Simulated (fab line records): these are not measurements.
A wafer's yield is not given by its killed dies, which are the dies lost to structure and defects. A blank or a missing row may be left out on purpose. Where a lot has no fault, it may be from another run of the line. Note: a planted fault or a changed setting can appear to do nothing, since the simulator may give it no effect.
fab line records -- flow nandHarc
record lots=12, wafers=36, lastDay=34
route steps=1302 shown A_CHANNEL_FILL_D1@499 A_DECK1_JOINT@542 END@1302
lots that met no fault: from a run of the same line without faults
startH: the number of hours between the record's first day and the start of the first shown wafer of the lot -- waitH: hours since the lot's step before -- " identical to the entry in the row above -- L1.1+2: a single row standing in for several wafers -- - no value present, or no start provided -- * or withheld: withheld -- < > ~ a bound
route shown NAME@n: names a module that has steps shown in the file, with the first one's number in the route -- usual: mean/standard deviation of fault-free wafers -- same: alike in all rows -- chamber/n: place in a boat -- sites: per-site readings -- _std_site: the standard deviation of these -- _edge_site: the outer-site mean with the inner-site mean subtracted -- radiusMm: how far each site lies from the wafer's centre -- mask NAME#n: copy n -- behind: the last tool/chamber to shape the wafer -- hold: cause of the lot's hold/its duration in hours/its outcome -- device: which transistor (n, p or np) failed to switch -- end of line: at the end of the route, the tests of the same wafers -- step lacking rows: just its recipe -- killed: dies lost to structure and defects at the first sort, not the wafer's yield -- map: a wafer's dies, marking killed ones x, the rest . and places with no die _
set.NAME: the run value of the setting; set.NAME@STEP: its run value at that earlier step -- model.NAME: the simulator's own value behind a step, which no gauge read
one table for each step of the route and one row for each wafer, over a sample of lots
services: from which hour (startH, from the record's first day; less than 0 if before it) a tool's chamber was out of use, for how many hours, and why
## steps
# step NHARC_A_CHANNEL_FILL_D1_ETCHBACK_19
# recipe targetDepthA=50, timeS=1.7, hbrFlowSccm=150, cl2FlowSccm=50, rfW=400, icpW=400, biasW=100, chemistry=HBr/Cl2
# usual drypumpMotorCurrentA=5.8/0.38, oesProductAu=0.999/0.0072, throttleValvePct=26.406/0.0096
lot.wafer,tool,chamber,startH,waitH,drypumpMotorCurrentA,oesProductAu,rfHoursCounterH,throttleValvePct
L395.4,rieSi-04,3,230.33,0.4,6.2,1.013,0.4,26.402
L395.3,rieSi-04,0,230.33,0.4,6.3,1.004,0.4,26.407
L395.1,rieSi-04,1,230.33,0.4,5.9,1.004,0.5,26.403
L396.2,rieSi-06,0,233.01,0.4,5.4,1.001,0.9,26.391
L396.3,rieSi-06,1,233.01,0.4,6.1,1.001,0.8,26.392
L396.6,rieSi-06,1,233.01,0.4,6.2,1.005,-,26.400
L398.4,rieSi-06,1,248.58,0.4,6.2,0.997,1.1,26.399
L398.1,rieSi-06,2,248.58,0.4,5.5,0.997,1.1,26.395
L398.5,rieSi-06,3,248.58,0.4,5.8,0.987,-,26.398
L399.4,rieSi-01,1,269.99,0.4,5.3,0.999,0.4,26.389
L399.1,rieSi-01,2,269.99,0.4,6.1,0.988,0.4,26.396
L399.6,rieSi-01,1,269.99,0.4,5.3,0.998,-,26.415
L402.1,rieSi-01,3,298.56,0.4,5.3,0.994,0.6,26.414
L402.5,rieSi-01,0,298.56,0.4,5.9,0.985,-,26.412
L402.6,rieSi-01,1,298.56,0.4,5.3,1.000,-,26.404
L403.3,rieSi-06,2,303.78,0.4,5.5,0.990,0.3,26.408
L403.4,rieSi-06,3,303.78,0.4,5.8,0.989,0.3,26.413
L403.6,rieSi-06,0,303.78,0.4,5.4,0.999,-,26.388
L405.3,rieSi-01,3,319.87,0.4,5.3,0.986,0.7,26.416
L405.5,rieSi-01,1,319.87,0.4,5.3,0.988,-,26.422
L405.6,rieSi-01,2,319.87,0.4,6.1,0.992,-,26.411
L411.2,rieSi-06,1,374.59,0.4,6.2,0.994,0.7,26.412
L411.4,rieSi-06,2,374.59,0.4,5.5,0.996,0.8,26.415
L411.5,rieSi-06,0,374.59,0.4,5.3,1.002,-,26.408
L412.4,rieSi-06,3,396.29,0.4,5.8,0.996,0.8,26.410
L412.2,rieSi-06,0,396.29,0.4,5.3,0.993,0.8,26.409
L412.5,rieSi-06,2,396.29,0.4,5.5,0.986,-,26.419
L415.2,rieSi-04,2,423.94,0.4,5.3,1.006,0.4,26.400
L415.4,rieSi-04,3,423.94,0.4,6.2,0.991,0.4,26.403
L415.5,rieSi-04,0,423.94,0.4,6.3,0.999,-,26.420
L416.4,rieSi-04,2,427.24,0.4,5.2,0.998,0.4,26.409
L416.2,rieSi-04,3,427.24,0.4,6.2,0.993,0.4,26.406
L416.6,rieSi-04,0,427.24,0.4,6.3,0.995,-,26.400
L417.4,rieSi-04,3,451.16,0.4,6.2,0.989,0.6,26.414
L417.2,rieSi-04,0,451.16,0.4,6.3,1.007,0.7,26.417
L417.6,rieSi-04,3,451.16,0.4,6.2,0.987,-,26.422
# step NHARC_A_CHANNEL_FILL_D1_THK_MEAS_06
# recipe thkMeasGauge=ellipsometry
# usual thkNm=5.1/0.96
lot.wafer,tool,chamber,startH,waitH,thkNm
L395.1,filmMetro-02,-,242.14,0.4,5.2
L395.3,filmMetro-02,-,242.14,0.4,4.2
L395.4,filmMetro-02,-,242.14,0.4,4.4
L396.2,filmMetro-01,-,242.15,0.4,5.4
L396.3,filmMetro-01,-,242.15,0.4,4.6
L396.6,filmMetro-01,-,242.15,0.4,4.9
L398.1,filmMetro-01,-,263.67,0.4,5.3
L398.4,filmMetro-01,-,263.67,0.4,6.6
L398.5,filmMetro-01,-,263.67,0.4,6.1
L399.1,filmMetro-01,-,282.69,0.4,5.7
L399.4,filmMetro-01,-,282.69,0.4,4.4
L399.6,filmMetro-01,-,282.69,0.4,5.1
L402.1,filmMetro-01,-,310.34,0.4,4.5
L402.5,filmMetro-01,-,310.34,0.4,5.5
L402.6,filmMetro-01,-,310.34,0.4,6.4
L403.3,filmMetro-01,-,316.76,0.4,3.2
L403.4,filmMetro-01,-,316.76,0.4,4.3
L403.6,filmMetro-01,-,316.76,0.4,5.5
L405.3,filmMetro-01,-,332.23,0.4,5.9
L405.5,filmMetro-01,-,332.23,0.4,5.2
L405.6,filmMetro-01,-,332.23,0.4,5.0
L411.2,filmMetro-01,-,386.57,0.4,6.1
L411.4,filmMetro-01,-,386.57,0.4,4.0
L411.5,filmMetro-01,-,386.57,0.4,5.5
L412.2,filmMetro-02,-,410.70,0.4,5.7
L412.4,filmMetro-02,-,410.70,0.4,4.0
L412.5,filmMetro-02,-,410.70,0.4,4.2
L415.2,filmMetro-02,-,435.75,0.4,5.4
L415.4,filmMetro-02,-,435.75,0.4,5.2
L415.5,filmMetro-02,-,435.75,0.4,4.0
L416.2,filmMetro-02,-,444.02,0.4,5.8
L416.4,filmMetro-02,-,444.02,0.4,5.9
L416.6,filmMetro-02,-,444.02,0.4,6.3
L417.2,filmMetro-01,-,465.17,0.4,5.2
L417.4,filmMetro-01,-,465.17,0.4,7.1
L417.6,filmMetro-01,-,465.17,0.4,6.4
# step NHARC_A_DECK1_JOINT_DEP_16
# recipe targetThkA=450, tempC=400, pressureTorr=6.5, rfW=900, teosFlowSccm=161.4, flowSccm=2650, targetThkNm=45, gas=O2, material=SiO2
# usual heaterPowerW=527/87, mfcPrecursorSccm=161.3/0.5, showerheadVppV=1864/62, susceptorTempC=399.98/0.22, throttleValvePct=15.9/0.61
lot.wafer,tool,chamber,startH,waitH,heaterPowerW,mfcPrecursorSccm,showerheadVppV,susceptorTempC,throttleValvePct
L395.3,pecvd-04,0,285.82,0.1,538,161.5,1771,400.32,16.3
L395.1,pecvd-04,1,285.82,0.1,465,160.9,1863,399.72,16.1
L395.4,pecvd-04,0,285.82,0.1,536,161.6,1724,400.29,16.2
L396.2,pecvd-01,0,286.00,0.1,495,161.7,1905,399.85,16.6
L396.3,pecvd-01,1,286.00,0.1,470,160.5,1927,399.66,16.4
L396.6,pecvd-01,0,286.00,0.1,484,161.5,1878,400.36,16.7
L398.1,pecvd-04,2,309.85,0.1,439,161.7,1902,399.76,15.7
L398.5,pecvd-04,2,309.85,0.1,441,160.9,1889,399.97,16.0
L398.4,pecvd-04,1,309.85,0.1,490,160.5,1883,399.96,16.3
L399.1,pecvd-03,0,326.63,0.1,557,161.2,1816,400.30,15.5
L399.6,pecvd-03,0,326.63,0.1,542,160.8,1859,400.16,15.6
L399.4,pecvd-03,1,326.63,0.1,684,160.9,1829,399.97,16.2
L402.1,pecvd-04,2,358.21,0.1,443,162.2,1944,400.14,16.0
L402.6,pecvd-04,0,358.21,0.1,585,161.8,1735,399.84,16.6
L402.5,pecvd-04,2,358.21,0.1,458,161.5,1929,399.86,15.7
L403.3,pecvd-04,0,362.73,0.2,512,160.7,1747,399.73,16.2
L403.4,pecvd-04,2,362.73,0.2,502,161.6,1941,400.07,15.9
L403.6,pecvd-04,2,362.73,0.2,491,160.5,1926,400.10,15.7
L405.3,pecvd-01,2,376.90,0.1,541,160.6,1865,400.26,14.7
L405.6,pecvd-01,2,376.90,0.1,550,160.5,1899,400.22,14.9
L405.5,pecvd-01,1,376.90,0.1,503,161.7,1910,399.87,15.6
L411.2,pecvd-01,0,429.55,0.1,556,142.2,1874,399.95,16.4
L411.4,pecvd-01,1,429.55,0.1,485,142.0,1896,400.01,15.6
L411.5,pecvd-01,2,429.55,0.1,534,142.1,1879,399.81,14.7
L412.2,pecvd-01,0,454.45,0.1,583,142.0,1908,399.81,16.5
L412.5,pecvd-01,0,454.45,0.1,585,142.8,1905,400.05,16.5
L412.4,pecvd-01,2,454.45,0.1,504,141.6,1850,400.50,15.0
L416.2,pecvd-04,1,490.52,0.1,425,161.2,1882,399.87,17.0
L416.6,pecvd-04,1,490.52,0.1,420,160.8,1865,399.78,16.7
L416.4,pecvd-04,2,490.52,0.1,545,161.7,1967,399.78,15.9
L415.2,pecvd-03,2,500.28,0.1,477,160.7,1870,399.30,14.7
L415.5,pecvd-03,2,500.28,0.1,489,160.3,1888,399.11,14.8
L415.4,pecvd-03,0,500.28,0.1,427,161.2,1798,400.25,15.1
L417.2,pecvd-04,2,513.07,0.1,454,161.5,1941,399.80,15.6
L417.4,pecvd-04,0,513.07,0.1,603,161.7,1765,400.40,15.5
L417.6,pecvd-04,2,513.07,0.1,462,161.2,1952,399.55,16.1
# step NHARC_A_DECK1_JOINT_THK_MEAS_17
# recipe thkMeasGauge=ellipsometry
# usual thkNm=45.2/1.3
lot.wafer,tool,chamber,startH,waitH,thkNm
L395.1,filmMetro-02,-,286.10,0.2,46.5
L395.3,filmMetro-02,-,286.10,0.2,46.6
L395.4,filmMetro-02,-,286.10,0.2,45.7
L396.2,filmMetro-01,-,286.25,0.2,44.1
L396.3,filmMetro-01,-,286.25,0.2,44.9
L396.6,filmMetro-01,-,286.25,0.2,44.9
L398.1,filmMetro-02,-,310.12,0.2,45.5
L398.4,filmMetro-02,-,310.12,0.2,46.3
L398.5,filmMetro-02,-,310.12,0.2,45.6
L399.1,filmMetro-02,-,326.92,0.3,44.9
L399.4,filmMetro-02,-,326.92,0.3,46.8
L399.6,filmMetro-02,-,326.92,0.3,45.7
L402.1,filmMetro-02,-,358.53,0.3,46.8
L402.5,filmMetro-02,-,358.53,0.3,46.9
L402.6,filmMetro-02,-,358.53,0.3,44.9
L403.3,filmMetro-01,-,363.05,0.3,43.7
L403.4,filmMetro-01,-,363.05,0.3,45.2
L403.6,filmMetro-01,-,363.05,0.3,44.8
L405.3,filmMetro-01,-,377.18,0.3,46.9
L405.5,filmMetro-01,-,377.18,0.3,47.1
L405.6,filmMetro-01,-,377.18,0.3,45.5
L411.2,filmMetro-01,-,429.77,0.2,38.1
L411.4,filmMetro-01,-,429.77,0.2,40.3
L411.5,filmMetro-01,-,429.77,0.2,42.1
L412.2,filmMetro-02,-,454.73,0.3,38.0
L412.4,filmMetro-02,-,454.73,0.3,40.6
L412.5,filmMetro-02,-,454.73,0.3,40.8
L416.2,filmMetro-02,-,490.80,0.3,44.4
L416.4,filmMetro-02,-,490.80,0.3,44.7
L416.6,filmMetro-02,-,490.80,0.3,44.1
L415.2,filmMetro-01,-,500.53,0.2,45.2
L415.4,filmMetro-01,-,500.53,0.2,46.3
L415.5,filmMetro-01,-,500.53,0.2,44.8
L417.2,filmMetro-02,-,513.30,0.2,45.3
L417.4,filmMetro-02,-,513.30,0.2,44.9
L417.6,filmMetro-02,-,513.30,0.2,45.2
# step NHARC_A_DECK1_JOINT_INSPECT_05
# usual rawDefectCount=352/190
lot.wafer,tool,chamber,startH,waitH,rawDefectCount
L395.1,defectInspect-01,-,286.14,0.0,227
L395.3,defectInspect-01,-,286.14,0.0,159
L395.4,defectInspect-01,-,286.14,0.0,212
L396.2,defectInspect-01,-,286.29,0.0,433
L396.3,defectInspect-01,-,286.29,0.0,356
L396.6,defectInspect-01,-,286.29,0.0,271
L398.1,defectInspect-01,-,310.16,0.0,188
L398.4,defectInspect-01,-,310.16,0.0,285
L398.5,defectInspect-01,-,310.16,0.0,408
L399.1,defectInspect-02,-,326.95,0.0,335
L399.4,defectInspect-02,-,326.95,0.0,218
L399.6,defectInspect-02,-,326.95,0.0,177
L402.1,defectInspect-01,-,358.56,0.0,238
L402.5,defectInspect-01,-,358.56,0.0,488
L402.6,defectInspect-01,-,358.56,0.0,799
L403.3,defectInspect-02,-,363.08,0.0,304
L403.4,defectInspect-02,-,363.08,0.0,288
L403.6,defectInspect-02,-,363.08,0.0,216
L405.3,defectInspect-02,-,377.22,0.0,483
L405.5,defectInspect-02,-,377.22,0.0,477
L405.6,defectInspect-02,-,377.22,0.0,427
L411.2,defectInspect-01,-,429.81,0.0,946
L411.4,defectInspect-01,-,429.81,0.0,479
L411.5,defectInspect-01,-,429.81,0.0,666
L412.2,defectInspect-02,-,454.77,0.0,235
L412.4,defectInspect-02,-,454.77,0.0,291
L412.5,defectInspect-02,-,454.77,0.0,402
L416.2,defectInspect-02,-,490.83,0.0,350
L416.4,defectInspect-02,-,490.83,0.0,413
L416.6,defectInspect-02,-,490.83,0.0,213
L415.2,defectInspect-01,-,500.56,0.0,312
L415.4,defectInspect-01,-,500.56,0.0,261
L415.5,defectInspect-01,-,500.56,0.0,327
L417.2,defectInspect-01,-,513.33,0.0,216
L417.4,defectInspect-01,-,513.33,0.0,183
L417.6,defectInspect-01,-,513.33,0.0,337
# step NHARC_END_SORT_01
# recipe tempC=25
# usual killedAtArray=56/21, killedAtOther=1.2/1.6, killedAtPeriphery=3.7/2.5, killedDies=61/21, killedOpen=3.1/1.8, killedShort=2.8/1.7
# same grossDies=677
lot.wafer,tool,chamber,startH,waitH,killedAtArray,killedAtOther,killedAtPeriphery,killedDies,killedOpen,killedShort
L402.1,prober-02,0,652.64,2.5,52,4,4,60,7,0
L402.5,prober-02,0,655.86,3.7,57,0,3,60,2,2
# killed by level:class
L402.1 A_CHANNEL_HOLE_D1:chamberFilmFlake=25 A_CHANNEL_HOLE_D2:chamberFilmFlake=11 A_CONTACT:chamberFilmFlake=6 A_SLIT:chamberFilmFlake=3 THIN_TSV:chamberFilmFlake=3 A_M1:geometricParticle:open=2 P_CONTACT:geometricParticle:open=1 P_M0:geometricParticle:open=1
L402.5 A_CHANNEL_HOLE_D1:chamberFilmFlake=28 A_CHANNEL_HOLE_D2:chamberFilmFlake=14 A_CONTACT:chamberFilmFlake=8 A_M1:chamberFilmFlake=2 P_GATE:geometricParticle:short=1 A_CHANNEL_FILL_D1:geometricParticle:short=1 A_SGD_CUT:geometricParticle:open=1 A_SLIT:geometricParticle:open=1
## services
tool,chamber,startH,hours,kind
rieSi-06,1,217.97,6.1,repair
rieSi-01,3,227.84,1.4,repair
rieSi-06,-,249.00,9.0,pm
rieSi-01,1,255.22,9.4,repair
pecvd-04,-,269.21,13.0,pm
rieSi-06,-,279.63,0.1,repair
pecvd-01,-,311.00,13.0,pm
rieSi-04,3,332.55,6.8,repair
rieSi-04,1,334.62,15.4,repair
rieSi-01,-,335.68,0.2,repair
rieSi-04,-,342.00,9.0,pm
pecvd-04,-,344.28,4.8,repair
pecvd-01,2,358.90,8.7,repair
rieSi-01,0,364.67,9.7,repair
rieSi-01,-,370.02,9.0,pm
rieSi-04,3,397.93,4.7,repair
rieSi-06,3,421.02,4.5,repair
rieSi-06,1,422.25,3.1,repair
rieSi-06,-,426.00,9.0,pm
pecvd-04,-,450.21,13.0,pm
rieSi-06,-,489.84,8.0,repair
pecvd-01,-,492.00,13.0,pm
pecvd-04,-,502.11,2.8,repair
rieSi-04,2,505.28,8.4,repair
## key
firstSign step=NHARC_A_DECK1_JOINT_DEP_16, reading=mfcPrecursorSccm, direction=down, sigmas=38, usual=161.3, struck=142.1
effect step=NHARC_A_DECK1_JOINT_THK_MEAS_17, reading=thkNm, direction=down, sigmas=4, usual=45.2, struck=40.0
metAt NHARC_A_DECK1_JOINT_DEP_16
struckLots L411,L412
testerLeftOut L411,L412
notActingAt NHARC_A_CHANNEL_FILL_D1_ETCHBACK_19,NHARC_A_CHANNEL_FILL_D1_THK_MEAS_06,NHARC_A_DECK1_JOINT_INSPECT_05
onsetBetween 376.90 429.55
fault kind=processParameterDrift, tool=pecvd-01, chamber=-, onsetH=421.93, steps=NHARC_A_DECK1_JOINT_DEP_16, channel=teosFlowSccm, offset=*, shape=step, endH=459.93, actsIn=*, stated=*
# testerLeftOut: of these lots the tester's yield and bins aren't shown, on N5 and GAA mostly nor the transistor test; their killed dies are dies lost to structure and defects alone, not to doping, threshold or leakage, so they don't give the yield
